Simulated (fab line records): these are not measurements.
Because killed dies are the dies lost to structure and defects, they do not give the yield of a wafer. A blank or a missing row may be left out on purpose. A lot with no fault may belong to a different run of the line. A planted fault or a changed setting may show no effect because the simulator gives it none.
Matching of chambers || flow n5 finfet || cmp-04 running N5_MOL_CONTACT_COAG_CMP_23: 4 sister chambers
The step polishes, stops on SiO2, t overpolish 1.5 s, target thk 0 nm. 7 wafers are shown with their chamber, then 9 later ones without.

== EACH WAFER AND ITS CHAMBER ==
{"wafer": "L076.1", "chamber": 0, "motor current A (A)": 7.8, "time to endpoint s (s)": 9.0}
{"wafer": "L079.2", "chamber": 2, "motor current A (A)": 7.2, "time to endpoint s (s)": 9.0}
{"wafer": "L079.3", "chamber": 1, "motor current A (A)": 9.0, "time to endpoint s (s)": 13.3}
{"wafer": "L079.4", "chamber": 3, "motor current A (A)": 8.2, "time to endpoint s (s)": 13.3}
{"wafer": "L082.1", "chamber": 2, "motor current A (A)": 7.0, "time to endpoint s (s)": 8.3}
{"wafer": "L082.2", "chamber": 1, "motor current A (A)": 8.7, "time to endpoint s (s)": 12.1}
{"wafer": "L082.6", "chamber": 3, "motor current A (A)": 7.9, "time to endpoint s (s)": 9.8}

== WAFERS WITHOUT THEIR CHAMBER ==
{"wafer": "L084.2", "motor current A (A)": 7.7, "time to endpoint s (s)": 13.4}
{"wafer": "L084.4", "motor current A (A)": 8.9, "time to endpoint s (s)": 11.7}
{"wafer": "L084.6", "motor current A (A)": 8.2, "time to endpoint s (s)": 12.6}
{"wafer": "L085.1", "motor current A (A)": 8.0, "time to endpoint s (s)": 10.7}
{"wafer": "L085.4", "motor current A (A)": 7.4, "time to endpoint s (s)": 4.8}
{"wafer": "L085.5", "motor current A (A)": 7.3, "time to endpoint s (s)": 6.6}
{"wafer": "L096.3", "motor current A (A)": 7.5, "time to endpoint s (s)": 6.9}
{"wafer": "L096.4", "motor current A (A)": 9.0, "time to endpoint s (s)": 11.4}
{"wafer": "L096.6", "motor current A (A)": 7.3, "time to endpoint s (s)": 8.6}

== THE CHAMBER EACH PASSED THROUGH ==
{"wafer": "L084.2", "from the rows above": "can't be placed: 3 or 0", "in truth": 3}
{"wafer": "L084.4", "from the rows above": 1, "in truth": 1}
{"wafer": "L084.6", "from the rows above": 3, "in truth": 3}
{"wafer": "L085.1", "from the rows above": "can't be placed: 3 or 0", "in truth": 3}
{"wafer": "L085.4", "from the rows above": "can't be placed: 2 or 0", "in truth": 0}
{"wafer": "L085.5", "from the rows above": "can't be placed: 2 or 0", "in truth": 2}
{"wafer": "L096.3", "from the rows above": "can't be placed: 0 or 2", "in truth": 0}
{"wafer": "L096.4", "from the rows above": 1, "in truth": 1}
{"wafer": "L096.6", "from the rows above": "can't be placed: 2 or 0", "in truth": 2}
Correctly placed: 3 of 9. These rows do not allow placing 6 (true chamber among the candidates in 6). Number placed wrongly: 0.
How it was worked out, from the rows above alone: a wafer's distance from a chamber is the root of the sum, over the readings, of the square of ((its reading less the chamber's mean) divided by the reading's scatter). The wafer belongs to the nearest chamber; if the next one is less than 2 further off, it can't be placed. For every chamber, the mean is computed from those of its wafers that are shown. How the scatter is found: for the shown wafers, subtract from each reading the mean of its chamber, square and add these, divide the total by (wafers less chambers), then take the root.
